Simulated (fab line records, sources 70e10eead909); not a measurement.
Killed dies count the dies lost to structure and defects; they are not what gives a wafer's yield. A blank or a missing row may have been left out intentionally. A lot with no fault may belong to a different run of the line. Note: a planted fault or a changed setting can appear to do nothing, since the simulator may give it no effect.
Chamber matching ; flow nand-harc ; NHARC_A_BLC_STRIP_21 on rie-diel-03: 4 sister chambers
The step strips in O2. 20 wafers are shown with their chamber, then 10 later ones without.

WAFERS PAIRED WITH THEIR CHAMBERS
wafer;chamber;showerhead-plenum-p-Torr (Torr);drypump-motor-current-A (A);oes-product-au (a.u.)
L078.2;3;3.30;6.0;0.993
L078.5;3;3.30;6.0;1.001
L078.6;1;3.29;5.7;1.001
L080.2;3;3.30;6.0;1.004
L080.5;2;3.54;5.7;1.007
L080.6;1;3.29;5.7;1.017
L083.3;1;3.29;5.7;1.010
L083.4;2;3.54;5.6;1.003
L083.5;1;3.29;5.7;1.010
L084.1;0;3.55;6.0;1.034
L084.5;2;3.54;5.6;1.013
L084.6;1;3.29;5.6;1.015
L085.2;0;3.55;6.0;1.035
L085.3;1;3.29;5.7;1.003
L085.4;2;3.54;5.6;1.000
L091.2;3;3.30;6.0;0.997
L091.3;0;3.55;6.0;1.023
L091.4;2;3.54;5.7;0.995
L094.1;1;3.29;5.7;0.991
L094.3;2;3.53;5.7;1.001

SIGNATURES (means of the wafers above)
reading;chamber 0;chamber 1;chamber 2;chamber 3;scatter within a chamber
showerhead-plenum-p-Torr;3.5500;3.2900;3.5383;3.3000;0.00228
drypump-motor-current-A;6.000;5.686;5.650;6.000;0.0384
oes-product-au;1.03067;1.00671;1.00317;0.99875;0.00724
Rule: a wafer lies at a distance from a chamber equal to the root of the sum of squares, over the readings, of (its reading less the chamber's mean, divided by the reading's scatter). The wafer belongs to the nearest chamber; if the next one is less than 2 further off, it can't be placed. The scatter: the root of (the sum of the squares of (reading less its chamber's mean) over the shown wafers, divided by (wafers less chambers)).

WAFERS WHOSE CHAMBER IS MISSING
wafer;showerhead-plenum-p-Torr (Torr);drypump-motor-current-A (A);oes-product-au (a.u.)
L094.5;3.30;6.0;0.983
L095.2;3.30;6.0;1.009
L095.4;3.53;5.6;1.003
L095.6;3.30;6.0;0.994
L096.1;3.53;5.7;1.005
L096.3;3.29;5.7;0.998
L096.5;3.30;6.0;0.999
L093.2;3.30;6.0;0.999
L093.4;3.53;5.6;1.009
L093.5;3.54;6.0;1.031

WHICH CHAMBER EACH ONE RAN IN
wafer;from the rows above;in truth
L094.5;3;3
L095.2;3;3
L095.4;2;2
L095.6;3;3
L096.1;2;2
L096.3;1;1
L096.5;3;3
L093.2;3;3
L093.4;2;2
L093.5;0;0
Correct placement for 10 of the 10. Left unplaced by these rows: 0. 0 placed wrongly.
